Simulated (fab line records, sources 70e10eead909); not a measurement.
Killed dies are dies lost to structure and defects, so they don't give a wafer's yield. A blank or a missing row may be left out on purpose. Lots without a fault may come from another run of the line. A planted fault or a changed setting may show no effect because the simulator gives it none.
fab line records | flow nand_harc | part 1 of 2: steps 1 to 4 of 6
record lots=23 wafers=69 last_day=33
route steps=1302 shown A_CHANNEL_FILL_D1@507 A_CHANNEL_HOLE_D2@588 A_CHANNEL_FILL_D2@621 A_STAIRCASE@653
lots that met no fault: from a run of the same line without faults
start_h: hours from the record's first day to the start of the lot's first wafer shown | wait_h: hours since the lot's step before | " the same as in the row above | L1.1+2: a row that stands for several wafers | - no value, or no start given | * or withheld: withheld | < > ~ a bound
route shown NAME@n: a module of which the file shows steps, and the number in the route of the first | usual: mean/standard deviation of fault-free wafers | same: alike in all rows | chamber/n: place in a boat | sites: the reading at each site | _std_site: their standard deviation | _edge_site: outer sites' mean less inner sites' | radius_mm: how far each site lies from the wafer's centre | mask NAME#n: copy n | behind: the tool/chamber that last shaped the wafer | hold: why the lot was held/for how many hours/how that ended | device: the transistor (n, p or np) that didn't switch | end of line: the same wafers' tests at the end of the route | a step without rows: its recipe alone | killed: dies lost to structure and defects at the first sort, not the wafer's yield | map: a wafer's dies, x killed, . not, _ none there
set.NAME: the setting as run; set.NAME@STEP: as run at that earlier step | model.NAME: the simulator's own value behind a step, which no gauge read
steps of the route over a sample of lots; a table a step, a row a wafer
services: from which hour (start_h, from the record's first day; less than 0 if before it) a tool's chamber was out of use, for how many hours, and why
## steps
# step NHARC_A_CHANNEL_FILL_D1_ALD_25
# recipe target_thk_a=600 pulse_time_s=10 ald_cycles=600 temp_c=300 material=SiOx
# usual heater_power_outer_w=251/37 heater_power_w=446/53 precursor_pulse_height_rel=0.997/0.018
# columns lot.wafer tool chamber start_h wait_h heater_power_outer_w heater_power_w precursor_pulse_height_rel
L074.4 ald_hk-02 2 230.50 0.7 309 501 0.981
L074.2 " 3 " " 248 447 1.005
L074.5 " 2 232.95 3.1 299 515 0.991
L076.3 ald_hk-04 2 250.04 0.1 270 456 1.035
L076.2 " 3 " " 269 465 0.993
L076.1 " 1 251.90 1.9 327 570 1.013
L077.2 ald_hk-01 0 263.43 0.1 266 486 1.024
L077.1 " 2 264.65 1.3 246 413 1.001
L077.5 " 1 266.48 3.1 235 436 0.971
L078.4 ald_hk-02 3 264.43 1.1 250 463 0.980
L078.3 " 0 " " 201 390 1.013
L078.6 " 3 266.89 3.5 245 463 0.992
L079.1 ald_hk-04 1 270.68 0.1 340 598 1.021
L079.4 " 2 " " 259 434 1.011
L079.3 " 0 272.52 1.9 244 472 0.982
L080.1 ald_hk-01 0 291.63 0.1 265 486 0.967
L080.3 " 1 " " 238 431 0.992
L080.5 " 0 294.11 2.5 272 495 0.978
L081.3 ald_hk-04 3 306.31 1.9 287 493 0.956
L081.6 " 0 " " 245 475 0.982
L081.5 " 1 " " 347 581 0.989
L082.4 ald_hk-01 3 311.05 0.1 198 368 1.011
L082.3 " 2 312.87 1.9 243 417 1.008
L082.6 " 3 " " 195 358 0.982
L083.2 ald_hk-04 1 311.73 0.7 340 598 0.987
L083.4 " 2 " " 253 447 1.025
L083.3 " 3 " " 283 490 0.994
L084.1 ald_hk-01 2 336.82 1.3 244 413 0.987
L084.6 " 0 338.04 2.5 270 485 1.013
L084.5 " 1 " " 228 418 0.995
L085.1 ald_hk-01 1 342.48 0.1 227 418 0.998
L085.4 " 2 " " 243 427 0.975
L085.6 " 2 345.57 3.1 240 416 1.019
L086.3 ald_hk-02 3 343.71 1.3 249 453 1.003
L086.4 " 0 " " 197 383 0.993
L086.6 " 2 345.57 3.1 302 513 0.978
L087.3 ald_hk-01 0 350.27 0.7 277 490 0.974
L087.4 " 2 351.50 1.9 242 419 0.990
L087.6 " 3 " " 195 367 0.998
L088.3 ald_hk-01 2 370.48 1.3 245 420 0.990
L088.2 " 3 " " 194 358 1.015
L088.5 " 0 " " 269 489 0.997
L089.3 ald_hk-02 3 371.13 1.9 242 464 1.020
L089.5 " 0 " " 197 392 0.991
L089.6 " 1 " " 251 436 0.980
L090.2 ald_hk-02 0 385.34 0.1 198 404 0.978
L090.5 " 0 387.83 2.5 205 394 0.987
L090.6 " 1 " " 242 434 0.987
L091.2 ald_hk-01 1 387.19 1.9 233 407 1.002
L091.5 " 2 " " 244 425 0.969
L091.6 " 3 " " 202 359 0.985
L092.4 ald_hk-02 1 404.80 0.0 246 438 1.024
L092.2 " 3 406.02 1.3 247 456 0.963
L092.5 " 1 407.24 2.5 249 437 1.007
L093.2 ald_hk-02 1 413.64 1.3 254 432 1.024
L093.1 " 2 " " 305 501 1.025
L093.5 " 3 " " 255 460 0.991
L094.1 ald_hk-01 2 428.66 0.1 246 430 0.992
L094.3 " 3 " " 195 364 0.976
L094.5 " 2 431.09 2.5 237 426 1.011
L095.4 ald_hk-02 3 432.42 0.0 239 457 0.982
L095.6 " 3 434.85 2.5 250 453 0.990
L095.5 " 0 " " 207 388 1.000
L096.4 ald_hk-01 0 444.79 0.1 277 482 0.993
L096.2 " 2 446.03 1.3 243 431 1.007
L096.1 " 3 " " 196 357 0.980
L097.1 ald_hk-04 0 455.46 0.7 241 470 1.006
L097.3 " 2 456.67 1.9 257 440 1.012
L097.5 " 0 457.87 3.1 242 470 1.008
# step NHARC_A_CHANNEL_HOLE_D2_ETCH_34
# recipe target_depth_a=1540 time_s=77 cf4_flow_sccm=100 chf3_flow_sccm=30 ar_flow_sccm=0 rf_w=500 bias_w=200 chemistry=CF4/CHF3
# usual drypump_motor_current_A=5.9/0.54 mfc_ar_sccm=0.007/0.011 oes_product_au=0.961/0.016 rf_vpp_V=371.8/2.1 showerhead_plenum_p_Torr=1.61/0.06 throttle_valve_pct=16.802/0.0098
# same time_s=77
# columns lot.wafer tool chamber start_h wait_h drypump_motor_current_A mfc_ar_sccm oes_product_au rf_hours_counter_h rf_vpp_V showerhead_plenum_p_Torr throttle_valve_pct
L074.2 rie_diel-01 2 - - 5.3 0 0.958 4 370.6 1.56 16.804
L074.4 " 3 " " 6.5 0.017 0.955 5 370.2 1.57 16.785
L074.5 " 3 " " 6.5 0.017 0.954 - 369.0 1.57 16.797
L076.3 rie_diel-04 0 - - 5.4 0 0.948 7 373.9 1.65 16.799
L076.1 " 1 " " 5.4 0.029 0.970 6 371.1 1.59 16.801
L076.2 " 2 " " 6.3 0 0.969 7 373.0 1.69 16.812
L077.1 rie_diel-04 0 - - 5.4 0 0.975 8 372.1 1.65 16.784
L077.2 " 1 " " 5.4 0.029 0.992 7 370.7 1.59 16.803
L077.5 " 3 " " 6.6 0 0.968 - 368.7 1.53 16.800
L078.4 rie_diel-01 1 - - 5.4 0 0.958 8 374.8 1.68 16.789
L078.3 " 3 " " 6.5 0.017 0.966 8 372.1 1.57 16.806
L078.6 " 1 " " 5.4 0 0.965 - 374.4 1.68 16.800
L079.4 rie_diel-01 0 - - 5.0 0 0.954 10 371.1 1.66 16.818
L079.3 " 1 " " 5.4 0 0.982 10 374.1 1.68 16.792
L079.1 " 3 " " 6.5 0.017 0.962 9 370.4 1.57 16.809
L080.1 rie_diel-04 0 - - 5.4 0 0.903 8 370.7 1.64 16.812
L080.3 " 1 " " 5.4 0.029 0.918 8 369.1 1.59 16.796
L080.5 " 3 " " 6.6 0 0.910 - 370.6 1.53 16.825
L081.3 rie_diel-09 3 - - 6.2 0 0.965 0 374.9 1.66 16.793
L081.5 " 1 " " 6.7 0.029 0.975 - 368.3 1.52 16.791
L081.6 " 2 " " 6.1 0.016 0.977 - 369.7 1.58 16.808
L083.2 rie_diel-04 3 - - 6.6 0 0.968 0 369.3 1.53 16.808
L083.3 " 0 " " 5.4 0 0.965 0 372.7 1.64 16.805
L083.4 " 0 " " 5.5 0 0.958 - 373.8 1.64 16.796
L082.3 rie_diel-01 2 - - 5.3 0 0.955 11 369.8 1.56 16.805
L082.6 " 0 " " 5.0 0 0.958 - 373.2 1.66 16.811
L082.4 " 2 " " 5.3 0 0.962 - 371.4 1.56 16.807
L084.1 rie_diel-09 1 - - 6.7 0.029 0.985 2 367.7 1.52 16.806
L084.6 " 0 " " 5.7 0 0.971 - 373.7 1.69 16.792
L084.5 " 1 " " 6.7 0.029 0.973 - 369.1 1.52 16.802
L085.4 rie_diel-09 2 - - 6.1 0.016 0.934 3 371.3 1.58 16.798
L085.1 " 3 " " 6.2 0 0.965 2 372.6 1.66 16.803
L085.6 " 3 " " 6.2 0 0.963 - 373.7 1.66 16.814
L086.3 rie_diel-04 0 - - 5.4 0 0.961 2 373.3 1.64 16.787
L086.6 " 2 " " 6.3 0 0.969 - 373.3 1.69 16.802
L086.4 " 0 " " 5.4 0 0.950 - 374.4 1.64 16.801
L087.3 rie_diel-09 1 - - 6.6 0.029 0.957 4 367.9 1.52 16.773
L087.4 " 0 " " 5.7 0 0.964 - 373.8 1.69 16.807
L087.6 " 1 " " 6.7 0.029 0.967 - 368.6 1.52 16.815
L089.3 rie_diel-04 2 - - 6.3 0 0.956 3 373.3 1.69 16.817
L089.5 " 3 " " 6.7 0 0.969 - 369.9 1.53 16.786
L089.6 " 0 " " 5.5 0 0.957 - 371.4 1.64 16.814
L088.3 rie_diel-01 1 - - 5.4 0 0.967 2 373.5 1.68 16.798
L088.2 " 0 " " 5.0 0 0.955 2 373.8 1.66 16.798
L088.5 " 2 " " 5.3 0 0.982 - 369.5 1.56 16.789
L090.2 rie_diel-04 1 - - 5.4 0.029 0.951 3 372.4 1.58 16.813
L090.6 " 3 " " 6.7 0 0.970 - 367.0 1.53 16.792
L090.5 " 0 " " 5.4 0 0.957 - 373.5 1.64 16.793
L091.2 rie_diel-09 0 - - 5.7 0 0.982 7 374.2 1.68 16.807
L091.5 " 2 " " 6.2 0.016 0.976 - 370.1 1.58 16.781
L091.6 " 3 " " 6.2 0 0.985 - 373.4 1.66 16.797
L092.4 rie_diel-09 0 - - 5.7 0 0.966 8 375.1 1.68 16.803
L092.2 " 1 " " 6.7 0.029 0.962 9 368.7 1.52 16.794
L092.5 " 2 " " 6.2 0.016 0.984 - 371.8 1.58 16.810
L093.1 rie_diel-04 3 - - 6.6 0 0.949 5 370.2 1.53 16.782
L093.2 " 0 " " 5.4 0 0.963 6 372.4 1.64 16.795
L093.5 " 3 " " 6.7 0 0.948 - 369.1 1.53 16.806
L094.1 rie_diel-01 2 - - 5.3 0 0.959 6 369.7 1.56 16.810
L094.3 " 1 " " 5.4 0 0.977 6 373.0 1.68 16.808
L094.5 " 2 " " 5.3 0 0.956 - 370.1 1.56 16.783
L095.5 rie_diel-04 1 - - 5.4 0.029 0.961 - 371.2 1.58 16.805
L095.6 " 2 " " 6.3 0 0.954 - 373.4 1.69 16.820
L095.4 " 3 " " 6.7 0 0.960 - 370.2 1.53 16.810
L096.1 rie_diel-04 0 - - 5.5 0 0.927 8 372.0 1.64 16.792
L096.4 " 1 " " 5.4 0.029 0.943 7 372.2 1.58 16.822
L096.2 " 3 " " 6.7 0 0.943 7 368.8 1.53 16.803
L097.1 rie_diel-09 2 - - 6.1 0.016 0.976 0 370.3 1.58 16.809
L097.3 " 1 " " 6.7 0.029 0.974 0 368.4 1.51 16.813
L097.5 " 2 " " 6.1 0.016 0.974 - 370.3 1.58 16.807
# step NHARC_A_CHANNEL_HOLE_D2_ETCH_25
# recipe bias_v=5000 source_w=withheld pressure_mtorr=20 time_s=1040.2 ar_flow_sccm=375 c4f8_flow_sccm=93.8 o2_flow_sccm=31.2 temp_c=-20 target_depth_a=15000 chemistry=C4F8/O2/Ar
# usual c4f8_flow_sccm=93.76/0.28 drypump_motor_current_A=5.6/0.4 mfc_ar_sccm=374.9/1.1 showerhead_plenum_p_Torr=3.65/0.18 throttle_valve_pct=32.234/0.01
# same time_s=1040.2
# columns lot.wafer tool chamber start_h wait_h c4f8_flow_sccm drypump_motor_current_A mfc_ar_sccm rf_hours_counter_h showerhead_plenum_p_Torr throttle_valve_pct
L074.2 har_etch-01 1 295.12 0.7 93.14 5.2 374.8 147 3.55 32.232
L074.4 " 1 " " 93.49 5.2 373.7 - 3.55 32.240
L074.5 " 1 " " 93.52 5.1 375.6 - 3.55 32.262
L076.1 har_etch-01 1 318.81 0.6 93.42 5.2 374.4 163 3.54 32.236
L076.2 " 0 " " 93.96 6.1 375.8 163 3.54 32.218
L076.3 " 1 " " 94.01 5.1 377.3 - 3.54 32.247
L077.1 har_etch-02 1 334.58 0.6 93.95 5.2 374.8 382 3.50 32.223
L077.2 " 0 " " 93.72 5.7 376.7 382 3.61 32.228
L077.5 " 1 " " 93.71 5.2 372.4 - 3.50 32.228
L078.3 har_etch-01 1 334.93 0.7 94.08 5.2 375.4 - 3.53 32.233
L078.4 " 0 " " 94.01 6.1 374.4 - 3.53 32.235
L078.6 " 1 " " 93.99 5.2 374.8 - 3.53 32.233
L079.1 har_etch-02 0 352.00 0.7 93.50 5.7 373.9 393 3.60 32.214
L079.4 " 1 " " 93.67 5.2 377.0 - 3.50 32.237
L079.3 " 0 " " 94.06 5.7 373.8 - 3.60 32.245
L080.1 har_etch-01 1 356.94 0.6 94.12 5.1 374.5 185 3.53 32.223
L080.3 " 1 " " 94.05 5.1 374.6 - 3.53 32.230
L080.5 " 1 " " 93.86 5.1 375.6 - 3.53 32.220
L081.3 har_etch-02 1 376.43 0.7 94.00 5.2 374.9 - 3.49 32.239
L081.6 " 0 " " 93.91 5.8 373.6 - 3.60 32.236
L081.5 " 1 " " 93.87 5.2 373.4 - 3.49 32.235
L083.2 har_etch-01 0 376.66 0.6 93.57 6.2 374.9 201 3.52 32.237
L083.3 " 0 " " 93.63 6.2 375.9 - 3.52 32.220
L083.4 " 1 " " 93.77 5.2 376.0 - 3.52 32.247
L082.4 har_etch-01 1 381.13 0.7 93.40 5.1 373.4 - 3.52 32.213
L082.3 " 0 " " 93.62 6.2 373.6 - 3.52 32.230
L082.6 " 0 " " 93.48 6.1 374.2 - 3.52 32.230
L084.1 har_etch-02 1 405.11 0.6 93.67 5.2 374.6 7 3.92 32.255
L084.6 " 1 " " 93.89 5.2 375.9 - 3.92 32.240
L084.5 " 0 " " 93.68 5.7 376.5 - 3.92 32.239
L085.1 har_etch-01 1 411.85 0.7 93.77 5.2 376.2 224 3.51 32.253
L085.4 " 1 " " 93.87 5.2 378.0 - 3.50 32.240
L085.6 " 0 " " 94.21 6.1 373.5 - 3.51 32.236
L086.4 har_etch-02 1 413.72 0.7 93.88 5.2 376.1 - 3.92 32.245
L086.3 " 0 " " 93.68 5.7 374.7 - 3.92 32.230
L086.6 " 1 " " 93.82 5.2 376.2 - 3.92 32.231
L087.4 har_etch-01 0 420.32 0.7 93.41 6.1 374.7 - 3.50 32.233
L087.3 " 1 " " 93.93 5.1 371.8 - 3.50 32.234
L087.6 " 0 " " 93.59 6.2 376.6 - 3.50 32.218
L089.3 har_etch-02 0 436.85 0.7 93.91 5.7 375.1 - 3.91 32.224
L089.5 " 1 " " 93.14 5.3 375.6 - 3.91 32.234
L089.6 " 0 " " 94.10 5.7 374.6 - 3.91 32.246
L088.2 har_etch-01 1 438.13 0.7 93.55 5.2 374.1 243 3.50 32.222
L088.3 " 1 " " 93.75 5.2 375.5 - 3.50 32.241
L088.5 " 0 " " 94.25 6.1 372.9 - 3.50 32.245
L090.2 har_etch-02 0 458.10 0.7 93.57 5.7 373.8 37 3.91 32.229
L090.6 " 1 " " 93.72 5.2 375.1 - 3.91 32.234
L090.5 " 0 " " 93.81 5.7 374.2 - 3.91 32.229
L091.2 har_etch-01 0 458.92 0.7 93.65 6.1 374.8 254 3.49 32.267
L091.5 " 1 " " 94.17 5.1 374.6 - 3.49 32.220
L091.6 " 0 " " 93.64 6.1 375.7 - 3.49 32.230
L092.2 har_etch-02 1 476.79 0.6 93.61 5.2 375.2 48 3.90 32.239
L092.4 " 0 " " 93.87 5.8 374.3 - 3.90 32.236
L092.5 " 1 " " 93.59 5.2 375.8 - 3.90 32.225
L093.2 har_etch-02 1 484.00 0.6 94.00 5.2 373.5 52 3.90 32.241
L093.1 " 0 " " 93.32 5.7 373.0 52 3.90 32.231
L093.5 " 0 " " 93.37 5.7 373.7 - 3.90 32.239
L094.1 har_etch-02 1 503.20 0.6 93.47 5.3 376.1 60 3.89 32.224
L094.3 " 1 " " 93.29 5.2 375.2 - 3.89 32.242
L094.5 " 0 " " 94.50 5.7 375.7 - 3.89 32.244
L095.4 har_etch-01 1 503.89 0.7 93.61 5.2 375.9 - 3.48 32.221
L095.6 " 1 " " 93.55 5.1 376.1 - 3.48 32.235
L095.5 " 0 " " 94.19 6.1 373.5 - 3.48 32.226
L096.2 har_etch-02 0 519.40 0.6 94.06 5.8 375.3 72 3.89 32.242
L096.1 " 1 " " 94.07 5.3 375.3 72 3.89 32.220
L096.4 " 0 " " 93.77 5.7 376.9 - 3.89 32.241
L097.1 har_etch-01 0 519.71 0.7 93.90 6.1 373.7 289 3.47 32.248
L097.3 " 1 " " 93.99 5.1 374.4 - 3.47 32.237
L097.5 " 1 " " 93.61 5.1 373.3 - 3.47 32.230
# step NHARC_A_CHANNEL_HOLE_D2_INSPECT_40
# usual raw_defect_count=285/88
# columns lot.wafer tool chamber start_h wait_h raw_defect_count
L074.2 defect_inspect-02 - 297.92 - 228
L074.4 " - " " 255
L074.5 " - " " 213
L076.1 defect_inspect-02 - 321.65 - 195
L076.2 " - " " 168
L076.3 " - " " 211
L077.1 defect_inspect-02 - 337.40 - 320
L077.2 " - " " 268
L077.5 " - " " 338
L078.3 defect_inspect-01 - 337.47 - 241
L078.4 " - " " 366
L078.6 " - " " 310
L079.1 defect_inspect-02 - 354.68 - 323
L079.3 " - " " 168
L079.4 " - " " 264
L080.1 defect_inspect-01 - 359.75 - 278
L080.3 " - " " 272
L080.5 " - " " 355
L081.3 defect_inspect-02 - 379.27 - 304
L081.5 " - " " 279
L081.6 " - " " 392
L083.2 defect_inspect-02 - 379.47 - 160
L083.3 " - " " 205
L083.4 " - " " 244
L082.3 defect_inspect-02 - 383.66 - 279
L082.4 " - " " 246
L082.6 " - " " 440
L084.1 defect_inspect-02 - 408.07 - 411
L084.5 " - " " 444
L084.6 " - " " 325
L085.1 defect_inspect-01 - 414.49 - 302
L085.4 " - " " 241
L085.6 " - " " 295
L086.3 defect_inspect-02 - 416.25 - 235
L086.4 " - " " 356
L086.6 " - " " 340
L087.3 defect_inspect-02 - 422.83 - 318
L087.4 " - " " 453
L087.6 " - " " 439
L089.3 defect_inspect-01 - 439.23 - 284
L089.5 " - " " 396
L089.6 " - " " 382
L088.2 defect_inspect-02 - 440.80 - 212
L088.3 " - " " 239
L088.5 " - " " 167
L090.2 defect_inspect-01 - 460.77 - 223
L090.5 " - " " 187
L090.6 " - " " 278
L091.2 defect_inspect-01 - 461.59 - 364
L091.5 " - " " 321
L091.6 " - " " 347
L092.2 defect_inspect-02 - 479.59 - 300
L092.4 " - " " 350
L092.5 " - " " 289
L093.1 defect_inspect-01 - 486.81 - 224
L093.2 " - " " 271
L093.5 " - " " 215
L094.1 defect_inspect-01 - 506.17 - 143
L094.3 " - " " 189
L094.5 " - " " 173
L095.4 defect_inspect-01 - 506.41 - 376
L095.5 " - " " 276
L095.6 " - " " 308
L096.1 defect_inspect-01 - 522.21 - 252
L096.2 " - " " 355
L096.4 " - " " 218
L097.1 defect_inspect-02 - 522.37 - 199
L097.3 " - " " 213
L097.5 " - " " 205
